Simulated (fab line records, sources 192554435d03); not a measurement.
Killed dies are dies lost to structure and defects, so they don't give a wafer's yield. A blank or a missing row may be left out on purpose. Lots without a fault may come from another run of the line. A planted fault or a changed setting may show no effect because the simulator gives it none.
Chamber matching | flow n5_finfet | N5_BEOL_M3_STRIP_36 on rie_diel-05: 4 sister chambers
The step strips in N2/H2. 16 wafers are shown with their chamber, then 8 later ones without.

WAFERS WITH THEIR CHAMBER
wafer  | chamber | showerhead_plenum_p_Torr (Torr) | oes_product_au (a.u.) | throttle_valve_pct (%)
L078.1 | 2       | 2.60                            | 0.85                  | 23.5
L078.3 | 3       | 2.49                            | 0.67                  | 23.9
L078.5 | 1       | 2.62                            | 0.70                  | 23.5
L077.1 | 0       | 2.44                            | 0.84                  | 22.9
L077.4 | 1       | 2.62                            | 0.70                  | 23.4
L077.5 | 1       | 2.62                            | 0.71                  | 23.4
L081.1 | 2       | 2.60                            | 0.84                  | 23.4
L081.3 | 3       | 2.48                            | 0.67                  | 23.9
L081.6 | 0       | 2.44                            | 0.85                  | 22.8
L083.1 | 1       | 2.62                            | 0.69                  | 23.5
L083.4 | 2       | 2.59                            | 0.83                  | 23.5
L083.5 | 0       | 2.44                            | 0.83                  | 22.9
L084.1 | 0       | 2.44                            | 0.82                  | 22.9
L084.5 | 0       | 2.44                            | 0.83                  | 22.9
L084.6 | 1       | 2.62                            | 0.70                  | 23.5
L089.1 | 1       | 2.61                            | 0.70                  | 23.5

SIGNATURES (means of the wafers above)
reading                  | chamber 0 | chamber 1 | chamber 2 | chamber 3 | scatter within a chamber
showerhead_plenum_p_Torr | 2.4400    | 2.6183    | 2.5967    | 2.4850    | 0.00408
oes_product_au           | 0.8340    | 0.7000    | 0.8400    | 0.6700    | 0.00876
throttle_valve_pct       | 22.880    | 23.467    | 23.467    | 23.900    | 0.0483
Rule: a wafer's distance from a chamber is the root of the sum, over the readings, of the square of ((its reading less the chamber's mean) divided by the reading's scatter). The wafer belongs to the nearest chamber; if the next one is less than 2 further off, it can't be placed. The scatter: the root of (the sum of the squares of (reading less its chamber's mean) over the shown wafers, divided by (wafers less chambers)).

WAFERS WITHOUT THEIR CHAMBER
wafer  | showerhead_plenum_p_Torr (Torr) | oes_product_au (a.u.) | throttle_valve_pct (%)
L089.3 | 2.48                            | 0.93                  | 23.8
L089.4 | 2.59                            | 0.82                  | 23.4
L093.2 | 2.59                            | 0.82                  | 23.5
L093.3 | 2.44                            | 0.81                  | 22.8
L093.5 | 2.59                            | 0.80                  | 23.5
L096.1 | 2.47                            | 0.92                  | 23.8
L096.5 | 2.47                            | 0.91                  | 23.8
L096.6 | 2.59                            | 0.80                  | 23.5

WHICH CHAMBER EACH WENT THROUGH
wafer  | from the rows above | in truth
L089.3 | 0                   | 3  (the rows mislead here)
L089.4 | 2                   | 2
L093.2 | 2                   | 2
L093.3 | 0                   | 0
L093.5 | 2                   | 2
L096.1 | 0                   | 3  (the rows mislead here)
L096.5 | 0                   | 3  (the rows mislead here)
L096.6 | 2                   | 2
Placed correctly: 5 of 8. Can't be placed from these rows: 0. Placed wrongly: 3.
